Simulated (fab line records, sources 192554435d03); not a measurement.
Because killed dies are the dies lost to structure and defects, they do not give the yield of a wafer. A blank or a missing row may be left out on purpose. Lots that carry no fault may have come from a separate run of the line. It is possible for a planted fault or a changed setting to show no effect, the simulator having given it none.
Split-lot trial ; flow n5Finfet ; 7 lots, 21 wafers read, on a route of 1938 steps

## ON THE SPLIT
At N5_BEOL_M7_PECVD_70 (deposits SiO2 from TEOS/O2, target thk 20 nm, time 22.7 s), the setting tempC was moved away from the recipe's 400 C on 7 of the 21 wafers read, by -2.4% to +4.1%. This setting was run at the recipe's value on the other wafers.

Reading taken at the split's own step.

## THE READING
SiO2_of_BEOL_M7_PECVD_70.thkNm (the simulator's own value, which no gauge read), in nm, at N5_BEOL_M7_PECVD_70 (deposits SiO2 from TEOS/O2, target thk 20 nm, time 22.7 s). No usual value for it is given in the file. Average 20.3 nm, standard deviation 0.19 nm, over the 14 wafers here run with the recipe.

wafer;tool, chamber at the split;tempC as run, C;against the recipe;SiO2_of_BEOL_M7_PECVD_70.thkNm, nm;against lot-mates on the recipe
L076.2;pecvd-03, 2;400;recipe;20;-
L076.5;pecvd-03, 2;406.4;+1.6%;19.4;-0.7
L076.6;pecvd-03, 1;400;recipe;20.2;-
L077.1;pecvd-03, 0,2;405.5;+1.4%;19.6;-0.4
L077.5;pecvd-03, 0,2;405.5;+1.4%;19.6;-0.4
L077.3;pecvd-03, 1;400;recipe;20;-
L083.3;pecvd-03, 2;400;recipe;20.4;-
L083.5;pecvd-03, 2;400;recipe;20.2;-
L083.6;pecvd-03, 1;392.3;-1.9%;21.2;+0.9
L084.2;pecvd-03, 2;416.3;+4.1%;18.2;-2.1
L084.5;pecvd-03, 2;400;recipe;20.2;-
L084.6;pecvd-03, 1;400;recipe;20.4;-
L088.4;pecvd-03, 0;400;recipe;20;-
L088.5;pecvd-03, 2,1;400;recipe;20.2;-
L088.6;pecvd-03, 2,1;400;recipe;20.2;-
L095.2;pecvd-03, 2;400;recipe;20.4;-
L095.5;pecvd-03, 2;390.4;-2.4%;22.2;+1.8
L095.6;pecvd-03, 0;390.4;-2.4%;21.8;+1.4
L097.3;pecvd-03, 1;400;recipe;20.4;-
L097.4;pecvd-03, 1,0;400;recipe;20.6;-
L097.5;pecvd-03, 1,0;400;recipe;20.6;-
Where a row lists several chambers, the file gives one row for several wafers and doesn't say which wafer went through which chamber.

FIT RESULTS
A straight line over all 21 wafers: SiO2_of_BEOL_M7_PECVD_70.thkNm changes by -0.572 nm for each +1% of tempC; r = -0.96; the points scatter about the line by 0.22 nm.
The same after taking each lot's own level away (the mean of its wafers on the recipe; 21 wafers): -0.532 nm for each +1%; r = -0.97; scatter 0.17 nm.
On that fit, the largest move of tempC shifts the reading by 2.2 nm.
Across the lots, their own levels run from 20.00 to 20.53 nm, a range of 2.7 times the standard deviation given above.
So the lot-to-lot level changes the slope little: the two slopes agree.
Check: for one of the wafers moved furthest among these (+4.1%), held out of the fit, the line's prediction against its lot-mates is -2.1 nm. It came out at -2.1 nm against them.

## FURTHER SPLITS ON THESE WAFERS
Other splits were also applied to these wafers ahead of the reading. Each is held against what the fit with the lots' levels taken away leaves over:
other split on the same wafers;wafers away from the commonest value;r with SiO2_of_BEOL_M7_PECVD_70.thkNm (lot level and that fit taken away)
N5_BEOL_M0_TRENCH_ETCH_107 targetDepthA;7;+0.00
N5_BEOL_M1_ETCH_64 sourceW;5;+0.19
N5_BEOL_M2_ILD_DEP_00 timeS;6;-0.34
N5_BEOL_M2_COAT_62 spinRpm;7;+0.09
N5_BEOL_M3_DESCUM_33 timeS;9;-0.01
N5_BEOL_M5_COAT_71 spinRpm;8;+0.22
N5_BEOL_M6_HM_DEP_02 targetThkA;10;-0.39

## FILE'S OWN FIT
SiO2_of_BEOL_M7_PECVD_70.thkNm changes by -0.518 nm for each +1% of tempC, r = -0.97.
